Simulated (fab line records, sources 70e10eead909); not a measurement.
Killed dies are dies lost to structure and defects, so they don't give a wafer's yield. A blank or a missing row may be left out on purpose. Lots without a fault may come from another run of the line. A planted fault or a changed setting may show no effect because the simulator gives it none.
A struck lot beside a sound one | flow nand_harc | 15 steps out of a route of 1302
Sound: wafers L108.4, L108.5, L108.6. Struck: wafers L121.1, L121.4. The cause comes at the end.
At each step with rows: each side's tool, then ch and its chambers, then its first start. Under that, the readings that differ: sound wafers | struck wafers | difference of the means | sigmas: that difference in standard deviations of wafers without a fault.
alike: readings whose means differ by less than 2 such deviations, and words and numbers that are the same on both sides. not compared: withheld readings, readings that some wafer has no value for, bounds like >300 that may hide the same value, and numbers for which the record gives no deviation and whose values overlap.
The two part at a step that has a row with sigmas, a row that says differs or no value, or rows on one side only. Numbers that don't overlap but have no deviation are shown without sigmas and don't part them. A reading that every wafer of one side lacks parts them only if that side has two wafers or more.

NHARC_A_DECK1_JOINT_CMP_02: polishes SiOx.
  sound on cmp-03 ch 0,2,3, day 13 09:52; struck on cmp-04 ch 0,3, day 18 22:25
  alike: motor_current_A
then, 1 step without rows for these wafers: NHARC_A_DECK1_JOINT_SRD_15.
NHARC_A_DECK1_JOINT_DEP_16: deposits SiO2, target thk 45 nm.
  sound on pecvd-03 ch 0,1,2, day 13 10:28; struck on pecvd-02 ch 1,2, day 18 22:45
  alike: heater_power_w, rf_fwd_power_W, showerhead_vpp_V, throttle_valve_pct
NHARC_A_DECK1_JOINT_THK_MEAS_17: measures by ellipsometry.
  sound on film_metro-02, day 13 10:40; struck on film_metro-02, day 18 23:02
  alike: thk_nm
NHARC_A_DECK1_JOINT_INSPECT_05:
  sound on defect_inspect-01, day 13 10:41; struck on defect_inspect-01, day 18 23:04
  alike: raw_defect_count
then, 1 step without rows for these wafers: NHARC_A_ONON_D2_DEP_00 (target thk 1000 nm).
NHARC_A_ONON_D2_THK_MEAS_02: measures by ellipsometry.
  sound on film_metro-02, day 13 11:16; struck on film_metro-01, day 18 23:38
  alike: thk_nm
then, 1 step without rows for these wafers: NHARC_A_ONON_D2_DEP_03 (target thk 1000 nm).
NHARC_A_ONON_D2_THK_MEAS_05: measures by ellipsometry.
  sound on film_metro-02, day 13 11:50; struck on film_metro-02, day 19 00:12
  alike: thk_nm
then, 1 step without rows for these wafers: NHARC_A_ONON_D2_DEP_06 (target thk 1000 nm).
NHARC_A_ONON_D2_THK_MEAS_08: measures by ellipsometry.
  sound on film_metro-02, day 13 12:24; struck on film_metro-02, day 19 00:46
  alike: thk_nm
NHARC_A_ONON_D2_DEP_09: target thk 1000 nm.
  sound on pecvd_onon-04 ch 0, day 13 12:38; struck on pecvd_onon-01 ch 0, day 19 00:49
NHARC_A_ONON_D2_THK_MEAS_11: measures by ellipsometry.
  sound on film_metro-02, day 13 12:58; struck on film_metro-01, day 19 01:20
  reading     | sound          | struck  | difference | sigmas
  thk_nm (nm) | 1008 1007 1007 | 652 651 | -356       | -39
then, 1 step without rows for these wafers: NHARC_A_ONON_D2_DEP_12 (target thk 1000 nm).
-- the record jumps here: 12 days lie between the struck wafers' starts before and after (it left off in module A_ONON_D2 and takes up again in module END, whose first step shown is number 1302 of the route) --
NHARC_END_SORT_01:
  the record has rows for the struck wafers here (prober-02 ch 0, day 30 21:40) and none for the sound ones

WHERE THEY PART
First at NHARC_A_ONON_D2_THK_MEAS_11; last, within this record, at NHARC_END_SORT_01.

WHY: what the simulator had put in
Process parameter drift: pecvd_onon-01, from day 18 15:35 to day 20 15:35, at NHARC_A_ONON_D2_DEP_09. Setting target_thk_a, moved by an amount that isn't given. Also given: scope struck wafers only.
